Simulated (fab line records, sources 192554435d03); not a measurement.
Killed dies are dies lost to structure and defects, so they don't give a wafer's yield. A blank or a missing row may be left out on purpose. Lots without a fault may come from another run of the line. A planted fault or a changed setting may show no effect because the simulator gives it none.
Split-lot experiment | flow n5_finfet | 7 lots, 21 wafers read, on a route of 1938 steps

THE SPLIT
At N5_MIM_BOT_LITHO_DEVELOP_07 (develop time 60 s), the setting develop_time_s was moved away from the recipe's 60 s on 4 of the 21 wafers read, by -20.2% to +7.3%. The other wafers ran this setting at the recipe's value.

FROM THE SPLIT TO THE READING: what the file shows between them, 1 step
- N5_MIM_BOT_LITHO_HARDBAKE_09: time 120 s

THE READING
cd_nm, in nm, at N5_MIM_BOT_LITHO_CD_MEAS_08 (target cd 3000 nm). Fault-free wafers of this fab line usually give 3000.0 nm, standard deviation 1.3 nm.

wafer  | tool, chamber at the split | develop_time_s as run, s | against the recipe | cd_nm, nm | against lot-mates on the recipe
L074.3 | litho_track-05, 0          | 60                       | recipe             | 2999.3    | -
L074.4 | litho_track-05, 0          | 60                       | recipe             | 3002.2    | -
L074.6 | litho_track-05, 0          | 60                       | recipe             | 3000.4    | -
L078.1 | litho_track-03, 0          | 60                       | recipe             | 2998.9    | -
L078.3 | litho_track-03, 0          | 60                       | recipe             | 2998.8    | -
L078.4 | litho_track-03, 0          | 60                       | recipe             | 2999.6    | -
L080.1 | litho_track-05, 0          | 64.36                    | +7.3%              | 2999.7    | +1.4
L080.3 | litho_track-05, 0          | 60                       | recipe             | 2998.4    | -
L080.5 | litho_track-05, 0          | 60                       | recipe             | 2998.2    | -
L082.1 | litho_track-05, 0          | 48.32                    | -19.5%             | 2995.5    | -5.6
L082.3 | litho_track-05, 0          | 60                       | recipe             | 3001.0    | -
L082.6 | litho_track-05, 0          | 60                       | recipe             | 3001.2    | -
L086.1 | litho_track-03, 0          | 60                       | recipe             | 3000.7    | -
L086.2 | litho_track-03, 0          | 60                       | recipe             | 3000.7    | -
L086.3 | litho_track-03, 0          | 60                       | recipe             | 3000.2    | -
L090.3 | litho_track-01, 0          | 60                       | recipe             | 2999.5    | -
L090.4 | litho_track-01, 0          | 47.89                    | -20.2%             | 2995.3    | -4.2
L090.6 | litho_track-01, 0          | 47.89                    | -20.2%             | 2995.4    | -4.1
L097.1 | litho_track-05, 0          | 60                       | recipe             | 2999.3    | -
L097.2 | litho_track-05, 0          | 60                       | recipe             | 2999.7    | -
L097.3 | litho_track-05, 0          | 60                       | recipe             | 2999.5    | -

THE FIT
A straight line over all 21 wafers: cd_nm changes by +0.208 nm for each +1% of develop_time_s; r = +0.83; the points scatter about the line by 1.1 nm.
The same after taking each lot's own level away (the mean of its wafers on the recipe; 21 wafers): +0.229 nm for each +1%; r = +0.95; scatter 0.6 nm.
On that fit, the largest move of develop_time_s shifts the reading by 4.6 nm.
The lots' own levels span 2998.30 to 3001.10 nm, that is 2.2 times the standard deviation above.
So the lot-to-lot level changes the slope little: the two slopes agree.
Check: with one of the wafers moved furthest among these (-20.2%) left out of the fit, the line predicts -4.86 nm for it against its lot-mates. It came out at -4.2 nm against them.

OTHER SPLITS ON THESE WAFERS
These wafers also went through other splits before the reading. Each is held against what the fit with the lots' levels taken away leaves over:
other split on the same wafers | wafers away from the commonest value | r with cd_nm (lot level and that fit taken away)
N5_BEOL_M15_ILD_DEP_00 temp_c  | 4                                    | -0.19
N5_BEOL_M15_COAT_04 spin_rpm   | 6                                    | +0.17

THE FILE'S OWN FIT
cd_nm changes by +0.241 nm for each +1% of develop_time_s, r = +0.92.
